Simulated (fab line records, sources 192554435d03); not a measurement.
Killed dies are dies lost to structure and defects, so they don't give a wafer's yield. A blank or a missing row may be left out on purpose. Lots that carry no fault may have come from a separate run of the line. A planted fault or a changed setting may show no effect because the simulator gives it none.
Split-lot experiment / flow n5_finfet / 39 wafers read from 7 lots, route of 1938 steps

## ABOUT THE SPLIT
At N5_ZERO_LAYER_DEVELOP_10 (develop time 60 s), the setting develop_time_s was moved away from the recipe's 60 s on 18 of the 39 wafers read, by -54.2% to +48.8%. The other wafers ran this setting at the recipe's value.

## SPLIT TO READING: what lies between them in the file, 1 step
- N5_ZERO_LAYER_HARDBAKE_23: time 120 s

## THE READING
cd_nm, in nm, at N5_ZERO_LAYER_CD_MEAS_11 (target cd 2000 nm). On this fab line, fault-free wafers typically give 2001.0 nm with a standard deviation of 2.1 nm.

wafer=L075.1; tool, chamber at the split=litho_track-02, 0; develop_time_s as run, s=45.17; against the recipe=-24.7%; cd_nm, nm=1995.2; against lot-mates on the recipe=-5.8
wafer=L075.2; tool, chamber at the split=litho_track-02, 0; develop_time_s as run, s=60; against the recipe=recipe; cd_nm, nm=1999.5; against lot-mates on the recipe=-
wafer=L075.3; tool, chamber at the split=litho_track-02, 0; develop_time_s as run, s=45.17; against the recipe=-24.7%; cd_nm, nm=1993.6; against lot-mates on the recipe=-7.4
wafer=L075.4; tool, chamber at the split=litho_track-02, 0; develop_time_s as run, s=60; against the recipe=recipe; cd_nm, nm=2003.2; against lot-mates on the recipe=-
wafer=L075.5; tool, chamber at the split=litho_track-02, 0; develop_time_s as run, s=45.17; against the recipe=-24.7%; cd_nm, nm=1998.3; against lot-mates on the recipe=-2.7
wafer=L075.6; tool, chamber at the split=litho_track-02, 0; develop_time_s as run, s=60; against the recipe=recipe; cd_nm, nm=2000.2; against lot-mates on the recipe=-
wafer=L076.1; tool, chamber at the split=litho_track-03, 0; develop_time_s as run, s=60; against the recipe=recipe; cd_nm, nm=1998.5; against lot-mates on the recipe=-
wafer=L076.2; tool, chamber at the split=litho_track-03, 0; develop_time_s as run, s=60; against the recipe=recipe; cd_nm, nm=1996.2; against lot-mates on the recipe=-
wafer=L076.3; tool, chamber at the split=litho_track-03, 0; develop_time_s as run, s=89.26; against the recipe=+48.8%; cd_nm, nm=2004.4; against lot-mates on the recipe=+7.4
wafer=L076.4; tool, chamber at the split=litho_track-03, 0; develop_time_s as run, s=89.26; against the recipe=+48.8%; cd_nm, nm=2003.3; against lot-mates on the recipe=+6.3
wafer=L076.5; tool, chamber at the split=litho_track-03, 0; develop_time_s as run, s=89.26; against the recipe=+48.8%; cd_nm, nm=2005.2; against lot-mates on the recipe=+8.2
wafer=L076.6; tool, chamber at the split=litho_track-03, 0; develop_time_s as run, s=60; against the recipe=recipe; cd_nm, nm=1996.2; against lot-mates on the recipe=-
wafer=L079.1; tool, chamber at the split=litho_track-02, 0; develop_time_s as run, s=60; against the recipe=recipe; cd_nm, nm=2004.8; against lot-mates on the recipe=-
wafer=L079.2; tool, chamber at the split=litho_track-02, 0; develop_time_s as run, s=60; against the recipe=recipe; cd_nm, nm=2003.0; against lot-mates on the recipe=-
wafer=L079.3; tool, chamber at the split=litho_track-02, 0; develop_time_s as run, s=40.25; against the recipe=-32.9%; cd_nm, nm=1993.3; against lot-mates on the recipe=-9.7
wafer=L079.4; tool, chamber at the split=litho_track-02, 0; develop_time_s as run, s=40.25; against the recipe=-32.9%; cd_nm, nm=1994.5; against lot-mates on the recipe=-8.5
wafer=L079.5; tool, chamber at the split=litho_track-02, 0; develop_time_s as run, s=40.25; against the recipe=-32.9%; cd_nm, nm=1992.9; against lot-mates on the recipe=-10.1
wafer=L079.6; tool, chamber at the split=litho_track-02, 0; develop_time_s as run, s=60; against the recipe=recipe; cd_nm, nm=2001.2; against lot-mates on the recipe=-
wafer=L081.1; tool, chamber at the split=litho_track-01, 0; develop_time_s as run, s=60; against the recipe=recipe; cd_nm, nm=1997.8; against lot-mates on the recipe=-
wafer=L081.2; tool, chamber at the split=litho_track-01, 0; develop_time_s as run, s=60; against the recipe=recipe; cd_nm, nm=2000.4; against lot-mates on the recipe=-
wafer=L081.4; tool, chamber at the split=litho_track-01, 0; develop_time_s as run, s=60; against the recipe=recipe; cd_nm, nm=2001.5; against lot-mates on the recipe=-
wafer=L086.1; tool, chamber at the split=litho_track-02, 0; develop_time_s as run, s=60; against the recipe=recipe; cd_nm, nm=2000.0; against lot-mates on the recipe=-
wafer=L086.2; tool, chamber at the split=litho_track-02, 0; develop_time_s as run, s=80.13; against the recipe=+33.5%; cd_nm, nm=2005.5; against lot-mates on the recipe=+6.4
wafer=L086.3; tool, chamber at the split=litho_track-02, 0; develop_time_s as run, s=80.13; against the recipe=+33.5%; cd_nm, nm=2007.5; against lot-mates on the recipe=+8.4
wafer=L086.4; tool, chamber at the split=litho_track-02, 0; develop_time_s as run, s=60; against the recipe=recipe; cd_nm, nm=2000.3; against lot-mates on the recipe=-
wafer=L086.5; tool, chamber at the split=litho_track-02, 0; develop_time_s as run, s=80.13; against the recipe=+33.5%; cd_nm, nm=2008.3; against lot-mates on the recipe=+9.2
wafer=L086.6; tool, chamber at the split=litho_track-02, 0; develop_time_s as run, s=60; against the recipe=recipe; cd_nm, nm=1997.1; against lot-mates on the recipe=-
wafer=L090.1; tool, chamber at the split=litho_track-03, 0; develop_time_s as run, s=60; against the recipe=recipe; cd_nm, nm=1998.9; against lot-mates on the recipe=-
wafer=L090.2; tool, chamber at the split=litho_track-03, 0; develop_time_s as run, s=43.51; against the recipe=-27.5%; cd_nm, nm=1992.1; against lot-mates on the recipe=-6.6
wafer=L090.3; tool, chamber at the split=litho_track-03, 0; develop_time_s as run, s=60; against the recipe=recipe; cd_nm, nm=1998.3; against lot-mates on the recipe=-
wafer=L090.4; tool, chamber at the split=litho_track-03, 0; develop_time_s as run, s=43.51; against the recipe=-27.5%; cd_nm, nm=1991.2; against lot-mates on the recipe=-7.5
wafer=L090.5; tool, chamber at the split=litho_track-03, 0; develop_time_s as run, s=43.51; against the recipe=-27.5%; cd_nm, nm=1992.5; against lot-mates on the recipe=-6.2
wafer=L090.6; tool, chamber at the split=litho_track-03, 0; develop_time_s as run, s=60; against the recipe=recipe; cd_nm, nm=1998.9; against lot-mates on the recipe=-
wafer=L096.1; tool, chamber at the split=litho_track-03, 0; develop_time_s as run, s=27.46; against the recipe=-54.2%; cd_nm, nm=1985.9; against lot-mates on the recipe=-16.1
wafer=L096.2; tool, chamber at the split=litho_track-03, 0; develop_time_s as run, s=27.46; against the recipe=-54.2%; cd_nm, nm=1986.0; against lot-mates on the recipe=-16.0
wafer=L096.3; tool, chamber at the split=litho_track-03, 0; develop_time_s as run, s=60; against the recipe=recipe; cd_nm, nm=2000.6; against lot-mates on the recipe=-
wafer=L096.4; tool, chamber at the split=litho_track-03, 0; develop_time_s as run, s=60; against the recipe=recipe; cd_nm, nm=2004.0; against lot-mates on the recipe=-
wafer=L096.5; tool, chamber at the split=litho_track-03, 0; develop_time_s as run, s=27.46; against the recipe=-54.2%; cd_nm, nm=1984.5; against lot-mates on the recipe=-17.5
wafer=L096.6; tool, chamber at the split=litho_track-03, 0; develop_time_s as run, s=60; against the recipe=recipe; cd_nm, nm=2001.5; against lot-mates on the recipe=-

FIT RESULTS
A straight line over all 39 wafers: cd_nm changes by +0.195 nm for each +1% of develop_time_s; r = +0.89; the points scatter about the line by 2.7 nm.
The same after taking each lot's own level away (the mean of its wafers on the recipe; 39 wafers): +0.237 nm for each +1%; r = +0.95; scatter 2 nm.
The reading moves by 13 nm for the largest change in develop_time_s, on that fit.
Across the lots, their own levels run from 1996.97 to 2003.00 nm, a range of 2.9 times the standard deviation given above.
Thus the slope moves with the lot-to-lot level: the two fits are different.
Check: with one of the wafers moved furthest among these (-54.2%) left out of the fit, the line predicts -13.2 nm for it against its lot-mates. Against them it came out at -16.1 nm.

## THE WHOLE CHAIN: every reading that the file lists as answering this split, in the file's order
step=N5_ZERO_LAYER_CD_MEAS_11; what it does=target cd 2000 nm; reading=cd_nm; change (the file's fit)=+0.241 nm for each +1% of the setting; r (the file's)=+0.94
step=N5_ZERO_LAYER_DESCUM_16; what it does=chemistry O2, time 7.9 s; reading=ZERO_LAYER.cd_nm (the simulator's own value, which no gauge read); change (the file's fit)=+0.239 nm for each +1% of the setting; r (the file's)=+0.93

## FILE'S OWN FIT
cd_nm changes by +0.241 nm for each +1% of develop_time_s, r = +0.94.
